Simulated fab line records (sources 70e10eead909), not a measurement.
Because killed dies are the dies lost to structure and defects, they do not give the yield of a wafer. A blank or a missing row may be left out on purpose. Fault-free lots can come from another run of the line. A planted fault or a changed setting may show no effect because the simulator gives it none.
The tool behind it: which one? ; flow nand harc ; Sampling: 14 lots, 42 wafers, 3 of 1159 route steps

== WHAT EACH GAUGE READ, for each wafer ==
NHARC_A_START_INSPECT_01.
lot;measured;on;raw defect count
L616;day 6 12:11;defect inspect-02;7 2 1
L617;day 7 03:06;defect inspect-01;6 3 3
L619;day 7 07:05;defect inspect-01;1 6 1
L621;day 7 09:37;defect inspect-01;6 1 5
L620;day 7 16:59;defect inspect-02;5 6 4
L623;day 8 18:58;defect inspect-02;5 4 5
L624;day 9 00:41;defect inspect-02;5 1 3
L627;day 9 05:48;defect inspect-02;6 5 4
L626;day 9 06:27;defect inspect-02;6 6 3
L632;day 10 15:37;defect inspect-02;3 3 4
L634;day 10 20:58;defect inspect-01;4 5 2
L635;day 11 04:22;defect inspect-02;1 2 2
L636;day 11 16:19;defect inspect-01;0 4 6
L638;day 12 01:42;defect inspect-01;4 2 2

NHARC_A_ONON_D1_THK_MEAS_18: measures by ellipsometry.
lot;measured;on;thk nm (nm)
L616;day 7 22:25;film metro-02;1007 1009 1009
L617;day 8 14:34;film metro-01;991 990 989
L619;day 8 14:33;film metro-02;987 987 987
L621;day 8 14:54;film metro-02;1005 1004 1004
L620;day 9 02:49;film metro-02;1003 1003 1003
L623;day 10 04:17;film metro-02;1007 1004 1004
L624;day 10 12:26;film metro-02;1009 1009 1008
L627;day 10 15:56;film metro-01;642 1000 1000
L626;day 10 15:55;film metro-02;1001 1003 1002
L632;day 12 04:10;film metro-02;996 995 995
L634;day 12 03:49;film metro-02;646 1000 1000
L635;day 12 16:08;film metro-01;999 999 997
L636;day 13 02:02;film metro-01;992 991 994
L638;day 13 08:48;film metro-01;984 984 985

== WHICH TOOL RAN EACH LOT (tool, then ch and the chambers of the sampled wafers, then the start) ==
lot;NHARC_A_ONON_D1_DEP_16
L616;pecvd onon-04 ch 0, day 7 22:05
L617;pecvd onon-04 ch 0, day 8 14:14
L619;pecvd onon-03 ch 0, day 8 14:02
L621;pecvd onon-03 ch 0, day 8 14:27
L620;pecvd onon-04 ch 0, day 9 02:19
L623;pecvd onon-02 ch 0, day 10 03:50
L624;pecvd onon-04 ch 0, day 10 11:55
L627;pecvd onon-04 ch 0, day 10 15:26
L626;pecvd onon-03 ch 0, day 10 15:25
L632;pecvd onon-03 ch 0, day 12 03:40
L634;pecvd onon-04 ch 0, day 12 03:22
L635;pecvd onon-03 ch 0, day 12 15:38
L636;pecvd onon-02 ch 0, day 13 01:31
L638;pecvd onon-03 ch 0, day 13 08:21
- NHARC_A_ONON_D1_DEP_16: target thk 1000 nm.

== AS READ BY THE TOOLS THEMSELVES (means over the sampled wafers that have a number; for cases with no such wafer, the mark the record gives instead) ==
NHARC_A_ONON_D1_DEP_16.
lot;tool;sih4 flow sccm (sccm)
L616;pecvd onon-04;209.4
L617;pecvd onon-04;209.3
L619;pecvd onon-03;208.9
L621;pecvd onon-03;210.6
L620;pecvd onon-04;209.9
L623;pecvd onon-02;210.2
L624;pecvd onon-04;210.7
L627;pecvd onon-04;209.9
L626;pecvd onon-03;209.9
L632;pecvd onon-03;210.3
L634;pecvd onon-04;210.3
L635;pecvd onon-03;210.1
L636;pecvd onon-02;210.0
L638;pecvd onon-03;209.8

== THE ANSWER, worked out from the rows above alone ==
Rule: the usual values come from the lots themselves. Put in order of their means at a reading, lots are off if they are a third of the lots or fewer, leave a main group of 4 or more, and stand apart from it by a gap of 3 or more times the standard deviation of the main group's means; of several such gaps the widest counts. The tables above print the reading to a certain number of digits; a main group whose means all agree to those digits is not used. A lot without any number at a reading at which 4 lots or more have one is off too. Any other lot the step has rows for is counted as sound. Order of review: gauges by route order, followed by the tools' own readings, for which a lot's mean as printed above is used. The first step at which some lot is off is used, and at that step the reading that is off furthest; a lot without a number counts as furthest.
Off at NHARC_A_ONON_D1_THK_MEAS_18 (thk nm): L627, L634. Main group: mean 998 nm, sd 8.
If a tool, at a process step before that reading, ran all the lots that are off and no sound lot after the first of them, it fits. The gauges at NHARC_A_ONON_D1_THK_MEAS_18 are tried like those tools. One fits: NHARC_A_ONON_D1_DEP_16 on pecvd onon-04. A fault onset in the window from L624 (day 10 11:55, its last sound lot) to L627 (day 10 15:26, its first lot off) fits.

== WHAT THE SIMULATOR HAD PUT IN ==
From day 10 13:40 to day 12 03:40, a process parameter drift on pecvd onon-04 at NHARC_A_ONON_D1_DEP_16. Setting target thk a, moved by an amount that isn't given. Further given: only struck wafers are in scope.
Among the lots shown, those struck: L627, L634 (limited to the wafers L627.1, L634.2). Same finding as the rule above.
